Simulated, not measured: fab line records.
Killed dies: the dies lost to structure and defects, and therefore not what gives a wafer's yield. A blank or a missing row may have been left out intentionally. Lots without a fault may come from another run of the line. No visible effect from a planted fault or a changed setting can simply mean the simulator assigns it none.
Tool commonality check | flow nand-harc | Sampled: 3 lots, 9 wafers

## REASON FOR OPENING
Flagged at NHARC_END_SORT_01: reading killed-at-periphery, on 1 of 3 lots. Fault-free wafers read 4.0, with a standard deviation of 2.6.
Rule: flag the lot when none of its wafers has a number, or when each of its wafers that has one lies beyond 4 standard deviations from that mean. As for the other lots, they are considered sound.

lot  | measured     | on        | killed-at-periphery, wafer by wafer | flag
L458 | day 27 21:37 | prober-02 | 589 597 595                         | FLAGGED
L459 | day 28 05:41 | prober-01 | 4 3 5                               |
L470 | day 32 07:13 | prober-01 | 2 2 1                               |
On average the flagged lots read 593.7, which is +589.7 against the usual, or +99 or more standard deviations.

## WHICH TOOL EACH LOT WENT THROUGH
4 process steps preceding the reading are held in the record, out of 1302 steps in the route. Cell contents, in order: the tool; ch with the chambers the sampled wafers went through; the start.
lot  | flag    | NHARC_P_GATE_STRIP_75                | NHARC_P_GATE_STRIP_76                | NHARC_P_GATE_EXPOSE_88            | NHARC_P_GATE_RTA_82
L458 | FLAGGED | plasma-asher-01 ch 0,1, day 8 17:45  | plasma-asher-01 ch 0,1, day 8 19:22  | krf-scanner-02 ch 0, day 8 20:07  | rtp-anneal-02 ch 0, day 8 23:12
L459 |         | plasma-asher-01 ch 0,1, day 9 06:38  | plasma-asher-02 ch 0,1, day 9 08:22  | krf-scanner-02 ch 0, day 9 09:00  | rtp-anneal-02 ch 0, day 9 12:05
L470 |         | plasma-asher-01 ch 0,1, day 13 05:06 | plasma-asher-02 ch 0,1, day 13 06:49 | krf-scanner-04 ch 0, day 13 07:34 | rtp-anneal-02 ch 0, day 13 10:37
What is done by these steps:
- NHARC_P_GATE_STRIP_75: strips in O2.
- NHARC_P_GATE_STRIP_76: strips in O2.
- NHARC_P_GATE_EXPOSE_88: exposes mask P HVN, target cd 2000 nm.
- NHARC_P_GATE_RTA_82: time 30 s.
- NHARC_END_SORT_01

## FLAGGED AGAINST TOTAL, ONE TOOL AT A TIME (gauges that did the reading follow at the end)
step                   | tool            | lots run | flagged | share of the flagged lots | sound lots run after its first flagged lot
NHARC_P_GATE_STRIP_75  | plasma-asher-01 | 3        | 1       | all                       | 2 (L459,L470)
NHARC_P_GATE_STRIP_76  | plasma-asher-01 | 1        | 1       | all                       | 0
NHARC_P_GATE_STRIP_76  | plasma-asher-02 | 2        | 0       | none                      | -
NHARC_P_GATE_EXPOSE_88 | krf-scanner-02  | 2        | 1       | all                       | 1 (L459)
NHARC_P_GATE_EXPOSE_88 | krf-scanner-04  | 1        | 0       | none                      | -
NHARC_P_GATE_RTA_82    | rtp-anneal-02   | 3        | 1       | all                       | 2 (L459,L470)
NHARC_END_SORT_01      | prober-01       | 2        | 0       | none                      | -
NHARC_END_SORT_01      | prober-02       | 1        | 1       | all                       | 0

## WHAT THE TABLE PERMITS
5 rows of the table ran every flagged lot: plasma-asher-01 at NHARC_P_GATE_STRIP_75, plasma-asher-01 at NHARC_P_GATE_STRIP_76, krf-scanner-02 at NHARC_P_GATE_EXPOSE_88, rtp-anneal-02 at NHARC_P_GATE_RTA_82, prober-02 at NHARC_END_SORT_01.
- plasma-asher-01 at NHARC_P_GATE_STRIP_75 ran 3 lots, 1 of them flagged. After the first flagged lot (L459, L470), sound lots still ran on it; a lasting fault on the whole tool would not permit that.
- plasma-asher-01 at NHARC_P_GATE_STRIP_76: 1 of its 1 lot flagged. Because this sample shows no sound lot run on it before its first flagged lot, the start cannot be pinned down more closely.
- krf-scanner-02 at NHARC_P_GATE_EXPOSE_88 ran 2 lots, 1 of them flagged. After the first flagged lot (L459), sound lots still ran on it; a lasting fault on the whole tool would not permit that.
- rtp-anneal-02 at NHARC_P_GATE_RTA_82 ran 3 lots, 1 of them flagged. After the first flagged lot (L459, L470), sound lots still ran on it; a lasting fault on the whole tool would not permit that.
- prober-02 at NHARC_END_SORT_01: 1 of its 1 lot flagged. Because this sample shows no sound lot run on it before its first flagged lot, the start cannot be pinned down more closely.
Counting lots can't tell these 2 tools apart, because each fits a fault that began at some hour. More lots, or a look at what each step does to the wafer, might.

## WHAT WAS PUT IN BY THE SIMULATOR
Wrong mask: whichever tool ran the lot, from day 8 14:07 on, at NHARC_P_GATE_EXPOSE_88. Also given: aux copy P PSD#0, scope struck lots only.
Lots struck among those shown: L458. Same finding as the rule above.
